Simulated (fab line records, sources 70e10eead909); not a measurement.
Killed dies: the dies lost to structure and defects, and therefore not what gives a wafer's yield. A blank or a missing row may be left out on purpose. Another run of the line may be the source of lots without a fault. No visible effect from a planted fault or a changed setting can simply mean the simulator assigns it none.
A lot that was struck, set against a sound lot    flow nand harc    38 out of 1159 route steps
Sound: the wafers L479.2, L479.3, L479.5. Struck: wafer L494.2 (left out: L494.1, L494.4 of the same lot, which were not struck); the cause appears at the end.
For every step that has rows: the tool of each side, followed by ch and its chambers, followed by its first start. Under that, the readings that differ: sound wafers    struck wafers    difference of the means    sigmas: that difference in standard deviations of wafers without a fault.
alike: words and numbers the same on both sides, and readings whose means are apart by under 2 such deviations; not compared: readings that were withheld, readings missing a value for some wafer, numbers with overlapping values and no deviation given by the record, and bounds like >300 which may hide the same value.
A row with sigmas, a row that says differs or no value, or rows on one side alone: a step with any of these is where the two part. Numbers that don't overlap but have no deviation are shown without sigmas and don't part them. A reading that every wafer of one side lacks parts them only if that side has two wafers or more.

first, 3 steps without rows for these wafers: NHARC_A_CHANNEL_FILL_D1_PRECLEAN_00 (cleans in SC1); NHARC_A_CHANNEL_FILL_D1_SRD_01; NHARC_A_CHANNEL_FILL_D1_ALD_02 (deposits SiO2, target thk 6 nm, pulse time 10 s, ald cycles 60).
NHARC_A_CHANNEL_FILL_D1_ALD_03: deposits SiNx, target thk 6 nm, pulse time 60 s, ald cycles 58.
  sound: ald sin batch-03 ch 0; struck: ald sin batch-02 ch 0
  alike: precursor pulse height rel
then, 2 steps without rows for these wafers: NHARC_A_CHANNEL_FILL_D1_ALD_14 (deposits SiO2, target thk 2.5 nm, pulse time 10 s, ald cycles 25); NHARC_A_CHANNEL_FILL_D1_ALD_15 (deposits SiNx, target thk 2 nm, pulse time 60 s, ald cycles 19).
NHARC_A_CHANNEL_FILL_D1_ALD_16: deposits SiO2, target thk 1.5 nm, pulse time 10 s, ald cycles 15.
  sound on ald hk-02 ch 2,3, day 10 08:38; struck on ald hk-02 ch 1, day 14 00:42
  alike: heater power w, precursor pulse height rel
then, 5 steps without rows for these wafers: NHARC_A_CHANNEL_FILL_D1_ANNEAL_17 (time 1800 s); NHARC_A_CHANNEL_FILL_D1_CVD_18 (deposits poly-Si, target thk 3 nm); NHARC_A_CHANNEL_FILL_D1_ETCHBACK_19 (etches the open film in HBr/Cl2, target depth 5 nm, time 1.7 s); NHARC_A_CHANNEL_FILL_D1_ETCHBACK_20 (etches the open film in C4F8/O2/Ar, target depth 27 nm, time 13.5 s); NHARC_A_CHANNEL_FILL_D1_STRIP_28 (strips in O2, time 20 s).
NHARC_A_CHANNEL_FILL_D1_PRECLEAN_21: cleans in dHF, time 30 s.
  sound on wet bench-05 ch 0,1,7, day 10 20:43; struck on wet bench-07 ch 2,3,6, day 14 13:34
then, 4 steps without rows for these wafers: NHARC_A_CHANNEL_FILL_D1_SRD_23; NHARC_A_CHANNEL_FILL_D1_CVD_05 (deposits poly-Si, target thk 5 nm); NHARC_A_CHANNEL_FILL_D1_ANNEAL_22 (time 7200 s); NHARC_A_CHANNEL_FILL_D1_ALD_25 (deposits SiOx, target thk 60 nm, pulse time 10 s, ald cycles 600).
NHARC_A_CHANNEL_FILL_D1_ETCHBACK_08: etches the open film in C4F8, target depth 220 nm, time 110 s.
  sound: rie diel-03 ch 0,2; struck: rie diel-09 ch 2
  alike: oes product au, rf vpp V
  not compared: rf hours counter h
NHARC_A_CHANNEL_FILL_D1_STRIP_29: strips in O2, time 20 s.
  sound on rie diel-03 ch 0,2; struck on rie diel-09 ch 2, day 15 07:50
  alike: drypump motor current A, oes product au, rf vpp V, showerhead plenum p Torr, throttle valve pct
  not compared: rf hours counter h
then, 17 steps without rows for these wafers: NHARC_A_CHANNEL_FILL_D1_PRECLEAN_30 (cleans in dHF, time 30 s); NHARC_A_CHANNEL_FILL_D1_SRD_31; NHARC_A_CHANNEL_FILL_D1_CVD_09 (deposits poly-Si, target thk 150 nm, time 3000 s); NHARC_A_CHANNEL_FILL_D1_CMP_10 (polishes, target thk 150 nm); NHARC_A_CHANNEL_FILL_D1_SRD_12; NHARC_A_CHANNEL_FILL_D1_RTA_24 (time 5 s); NHARC_A_STAIRCASE_DEP_156 (deposits SiNx, target thk 50 nm); NHARC_A_STAIRCASE_DEHYDRATE_158 (time 120 s); NHARC_A_STAIRCASE_HMDS_159 (time 30 s); NHARC_A_STAIRCASE_COAT_160; NHARC_A_STAIRCASE_SOFTBAKE_161 (time 170 s); NHARC_A_STAIRCASE_EBR_162; NHARC_A_STAIRCASE_EXPOSE_163 (exposes mask STAIR OPEN); NHARC_A_STAIRCASE_PEB_164 (peb time 130 s); NHARC_A_STAIRCASE_DEVELOP_165 (time 140 s); NHARC_A_STAIRCASE_HARDBAKE_167 (time 140 s); NHARC_A_STAIRCASE_DESCUM_168 (chemistry O2, time 3 s).
NHARC_A_STAIRCASE_ETCH_169: etches the open film in CH3F/O2, target depth 50 nm, time 107.1 s.
  sound on rie diel-06 ch 1,2,3, day 11 21:37; struck on rie diel-08 ch 1, day 15 15:20
  alike: ch3f flow sccm, drypump motor current A, oes product au, rf vpp V, showerhead plenum p Torr, throttle valve pct
  not compared: rf hours counter h
-- the record jumps here: 9 days lie between the struck wafers' starts before and after (it left off in module A_STAIRCASE and takes up again in module END, whose first step shown is number 1159 of the route) --
NHARC_END_SORT_01:
  at this point the record logs the struck wafers (prober-01 ch 0, day 24 06:53) and has no rows for the sound ones

WHERE THEY PART
NHARC_END_SORT_01 only, going by this record.

WHY: what had been put in by the simulator
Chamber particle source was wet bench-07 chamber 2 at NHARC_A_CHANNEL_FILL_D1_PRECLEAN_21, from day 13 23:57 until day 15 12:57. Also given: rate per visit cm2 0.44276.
